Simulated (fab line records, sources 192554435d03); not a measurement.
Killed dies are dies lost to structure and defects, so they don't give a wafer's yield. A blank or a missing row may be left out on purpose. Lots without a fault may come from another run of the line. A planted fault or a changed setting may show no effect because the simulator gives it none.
Which tool did it? | flow n5_finfet | 10 lots, 30 wafers sampled, at 5 steps of a route of 1938

WHAT THE GAUGES READ, wafer by wafer
N5_SDB_INSPECT_36: inspects for defects (darkfield).
lot  | measured    | on                | raw_defect_count
L075 | day 4 05:05 | defect_inspect-01 | 48 63 25
L078 | day 4 23:34 | defect_inspect-01 | 61 70 65
L081 | day 5 20:46 | defect_inspect-02 | 66 75 55
L083 | day 6 08:49 | defect_inspect-02 | 36 33 34
L085 | day 6 23:08 | defect_inspect-01 | 40 67 41
L087 | day 7 09:10 | defect_inspect-01 | 20 35 26
L090 | day 7 19:52 | defect_inspect-02 | 45 43 40
L092 | day 8 07:59 | defect_inspect-01 | 36 52 27
L094 | day 8 21:56 | defect_inspect-01 | 38 51 36
L096 | day 9 07:35 | defect_inspect-02 | 22 48 28

WHICH TOOL RAN EACH LOT (tool, then ch and the chambers of the sampled wafers, then the start)
lot  | N5_DUMMY_GATE_STRIP_41            | N5_DUMMY_GATE_STRIP_48            | N5_SD_EPI_N_DESCUM_14             | N5_SD_EPI_P_ETCH_16
L075 | rie_diel-06 ch 1,3, day 3 04:58   | rie_diel-01 ch 0,2,3, day 3 05:36 | rie_diel-05 ch 0,1, day 3 06:47   | rie_diel-06 ch 0,2, day 3 12:34
L078 | rie_diel-01 ch 2,3, day 3 22:22   | rie_diel-01 ch 0,1,3, day 3 23:08 | rie_diel-02 ch 0,1,3, day 4 00:29 | rie_diel-03 ch 2,3, day 4 05:44
L081 | rie_diel-01 ch 0,2,3, day 4 16:59 | rie_diel-03 ch 0,1,2, day 4 17:31 | rie_diel-02 ch 2,3, day 4 23:56   | rie_diel-06 ch 0,3, day 5 05:41
L083 | rie_diel-01 ch 0,1,2, day 5 09:54 | rie_diel-01 ch 2,3, day 5 10:24   | rie_diel-02 ch 0,2, day 5 11:56   | rie_diel-06 ch 1,2,3, day 5 17:28
L085 | rie_diel-06 ch 0,2,3, day 6 00:28 | rie_diel-01 ch 0,1,2, day 6 00:57 | rie_diel-05 ch 0,1, day 6 02:20   | rie_diel-06 ch 0,2, day 6 07:31
L087 | rie_diel-06 ch 1,2, day 6 08:35   | rie_diel-06 ch 2,3, day 6 09:05   | rie_diel-05 ch 0,1,3, day 6 10:14 | rie_diel-06 ch 0,1,2, day 6 15:18
L090 | rie_diel-06 ch 1,2,3, day 6 21:48 | rie_diel-03 ch 1,3, day 6 22:18   | rie_diel-04 ch 1,3, day 6 23:38   | rie_diel-01 ch 1,2, day 7 04:44
L092 | rie_diel-03 ch 1,3, day 7 10:30   | rie_diel-06 ch 0,3, day 7 11:00   | rie_diel-02 ch 0,1,2, day 7 12:19 | rie_diel-03 ch 0,1, day 7 17:14
L094 | rie_diel-01 ch 0,1,3, day 7 23:55 | rie_diel-01 ch 0,1,2, day 8 00:25 | rie_diel-04 ch 0,1,3, day 8 01:34 | rie_diel-01 ch 0,2,3, day 8 06:44
L096 | rie_diel-03 ch 0,2,3, day 8 09:39 | rie_diel-01 ch 0,2,3, day 8 10:08 | rie_diel-04 ch 0,1,3, day 8 11:18 | rie_diel-06 ch 0,1,2, day 8 16:19
- N5_DUMMY_GATE_STRIP_41: strips in O2.
- N5_DUMMY_GATE_STRIP_48: strips in N2/H2, time 20 s.
- N5_SD_EPI_N_DESCUM_14: chemistry O2, time 7.9 s.
- N5_SD_EPI_P_ETCH_16: etches SiO2 in CHF3/O2, target depth 5 nm.

THE ANSWER, worked out from the rows above alone
Rule: what is usual is taken from the lots themselves. Put in order of their means at a reading, lots are off if they are a third of the lots or fewer, leave a main group of 4 or more, and stand apart from it by a gap of 3 or more times the standard deviation of the main group's means; of several such gaps the widest counts. A main group whose means are all the same, to the digits that the tables above print for the reading, isn't used. A lot without any number at a reading at which 4 lots or more have one is off too. The other lots that the step has rows for count as sound.
No lot is off at any reading shown: from this, nothing can be told.

WHAT THE SIMULATOR HAD PUT IN
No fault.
